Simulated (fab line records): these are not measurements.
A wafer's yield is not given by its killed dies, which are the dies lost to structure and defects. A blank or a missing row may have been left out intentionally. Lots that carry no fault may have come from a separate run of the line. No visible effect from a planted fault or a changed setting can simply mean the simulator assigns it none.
Which tool was responsible? || flow nand-harc || 12 lots, 36 wafers sampled, at 1 step of a route of 1159

== WHAT THE GAUGES READ, wafer by wafer ==
NHARC_P_M2_INSPECT_11.
{"lot": "L075", "measured": "day 6 14:30", "on": "defect-inspect-01", "raw-defect-count": "4 4 2"}
{"lot": "L077", "measured": "day 6 22:41", "on": "defect-inspect-02", "raw-defect-count": "2 4 3"}
{"lot": "L080", "measured": "day 7 16:49", "on": "defect-inspect-01", "raw-defect-count": "0 0 3"}
{"lot": "L081", "measured": "day 8 03:04", "on": "defect-inspect-01", "raw-defect-count": "2 3 2"}
{"lot": "L083", "measured": "day 8 11:10", "on": "defect-inspect-01", "raw-defect-count": "2 3 1"}
{"lot": "L087", "measured": "day 9 08:05", "on": "defect-inspect-02", "raw-defect-count": "4 6 2"}
{"lot": "L086", "measured": "day 9 10:01", "on": "defect-inspect-02", "raw-defect-count": "5 4 6"}
{"lot": "L088", "measured": "day 10 00:26", "on": "defect-inspect-02", "raw-defect-count": "3 1 9"}
{"lot": "L092", "measured": "day 10 15:53", "on": "defect-inspect-01", "raw-defect-count": "4 4 2"}
{"lot": "L093", "measured": "day 11 02:14", "on": "defect-inspect-02", "raw-defect-count": "5 0 3"}
{"lot": "L095", "measured": "day 11 05:43", "on": "defect-inspect-02", "raw-defect-count": "3 0 8"}
{"lot": "L096", "measured": "day 11 21:57", "on": "defect-inspect-02", "raw-defect-count": "5 2 3"}

== TOOL THAT RAN EACH LOT (tool first, then ch and the chambers of the sampled wafers, then the start) ==
The record shows no process step preceding these readings.

== THE ANSWER, worked out from the rows above alone ==
Rule: the usual values come from the lots themselves. Put in order of their means at a reading, lots are off if they are a third of the lots or fewer, leave a main group of 4 or more, and stand apart from it by a gap of 3 or more times the standard deviation of the main group's means; of several such gaps the widest counts. A main group is skipped when, at the precision printed for the reading in the tables above, its means are all equal. Also off: a lot with no number at a reading for which 4 or more lots have one. The other lots that the step has rows for count as sound.
None of the lots is off at any reading shown; this tells nothing.

== WHAT THE SIMULATOR PUT IN ==
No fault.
